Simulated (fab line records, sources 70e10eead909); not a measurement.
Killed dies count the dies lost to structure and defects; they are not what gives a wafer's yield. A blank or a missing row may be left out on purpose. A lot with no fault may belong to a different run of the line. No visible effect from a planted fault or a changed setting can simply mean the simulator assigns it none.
What tool caused it?    flow nand harc    Sampling: 6 lots, 18 wafers, 5 of 1302 route steps

WHAT THE GAUGES READ, wafer by wafer
NHARC_END_SORT_01.
lot   measured      on         killed at array
L522  day 31 05:11  prober-02  61

WHICH TOOL RAN EACH LOT (tool, then ch and the chambers of the sampled wafers, then the start)
lot   NHARC_A_SLIT_DESCUM_14              NHARC_A_SLIT_ETCH_15                           NHARC_A_WL_FILL_RTA_01            NHARC_A_WL_FILL_STRIP_28
L507  rie diel-01 ch 1,2,3, day 20 08:26  rie diel-01 ch 1,2,3, day 20 20:49 or earlier  rtp anneal-01 ch 0, day 20 20:49  wet bench-06 ch 4,5,6, day 20 22:25
L514  rie diel-03 ch 0,1,2, day 23 17:01  rie diel-03 ch 0,1,3, day 24 09:53 or earlier  rtp anneal-02 ch 0, day 24 09:53  wet bench-06 ch 3,4,7, day 24 11:50
L518  rie diel-03 ch 1,2,3, day 25 09:25  rie diel-03 ch 2,3, day 25 23:44 or earlier    rtp anneal-02 ch 0, day 25 23:44  wet bench-04 ch 2,3,7, day 26 01:20
L522  rie diel-01 ch 1, day 26 09:26      rie diel-01 ch 1,3, day 26 09:40               rtp anneal-01 ch 0, day 26 23:53  wet bench-06 ch 3,4,5, day 27 01:26
L527  rie diel-10 ch 0,1, day 28 12:05    rie diel-10 ch 1,2,3, day 29 01:26 or earlier  rtp anneal-01 ch 0, day 29 01:26  wet bench-06 ch 0,1,3, day 29 02:58
L528  rie diel-10 ch 0,1,3, day 29 20:20  rie diel-10 ch 0,1,2, day 30 11:44 or earlier  rtp anneal-01 ch 0, day 30 11:44  wet bench-03 ch 0,1,2, day 30 13:17
- NHARC_A_SLIT_DESCUM_14: chemistry O2, time 3 s.
- NHARC_A_SLIT_ETCH_15: etches the open film in O2/COS, target depth 6200 nm, time 1612 s.
- NHARC_A_WL_FILL_RTA_01: time 5 s.
- NHARC_A_WL_FILL_STRIP_28: strips in post etch residue remover, time 1200 s.

THE ANSWER, worked out from the rows above alone
Rule: the usual values come from the lots themselves. Put in order of their means at a reading, lots are off if they are a third of the lots or fewer, leave a main group of 4 or more, and stand apart from it by a gap of 3 or more times the standard deviation of the main group's means; of several such gaps the widest counts. A main group whose means are all the same, to the digits that the tables above print for the reading, isn't used. A lot without any number at a reading at which 4 lots or more have one is off too. Where the step has rows for the other lots, those lots are counted as sound.
None of the lots is off at any reading shown; this tells nothing.

WHAT THE SIMULATOR HAD PUT IN
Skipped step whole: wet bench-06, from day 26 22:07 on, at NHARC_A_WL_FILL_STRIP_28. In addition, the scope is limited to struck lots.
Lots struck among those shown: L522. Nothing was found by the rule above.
